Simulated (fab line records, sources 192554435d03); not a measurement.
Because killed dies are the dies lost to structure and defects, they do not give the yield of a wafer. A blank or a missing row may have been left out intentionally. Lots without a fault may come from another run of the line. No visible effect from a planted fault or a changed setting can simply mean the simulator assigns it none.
Chamber matching ; flow n5-finfet ; N5_BEOL_M12_DESCUM_33 on rie-diel-05: 4 sister chambers
The step chemistry O2, time 7.9 s. 8 wafers are shown with their chamber, then 8 later ones without.

== WAFERS WITH THEIR CHAMBER ==
wafer;chamber;throttle-valve-pct (%);oes-product-au (a.u.)
L085.4;0;20.50;0.77
L090.2;2;19.93;0.82
L090.4;0;20.53;0.75
L090.6;2;19.94;0.82
L093.1;1;20.07;0.95
L093.2;3;20.23;0.93
L093.5;3;20.24;0.94
L096.1;1;20.08;0.93

== WAFERS WITH NO CHAMBER GIVEN ==
wafer;throttle-valve-pct (%);oes-product-au (a.u.)
L096.2;20.54;0.75
L096.3;20.26;0.92
L094.1;20.55;0.74
L094.2;20.29;0.91
L094.6;20.26;0.91
L095.1;20.27;0.91
L095.3;19.95;0.80
L095.5;20.28;0.91

== THE CHAMBER EACH PASSED THROUGH ==
wafer;from the rows above;in truth
L096.2;0;0
L096.3;3;3
L094.1;0;0
L094.2;3;3
L094.6;3;3
L095.1;3;3
L095.3;2;2
L095.5;3;3
8 of 8 placed correctly. From these rows, 0 cannot be placed. Placed wrongly: 0.
How it was worked out, from the rows above alone: a wafer's distance from a chamber is the root of the sum, over the readings, of the square of ((its reading less the chamber's mean) divided by the reading's scatter). The wafer belongs to the nearest chamber; if the next one is less than 2 further off, it can't be placed. For every chamber, the mean is computed from those of its wafers that are shown. The scatter is the square root of a quotient: the sum, over the shown wafers, of each reading's squared deviation from its chamber's mean, divided by wafers minus chambers.
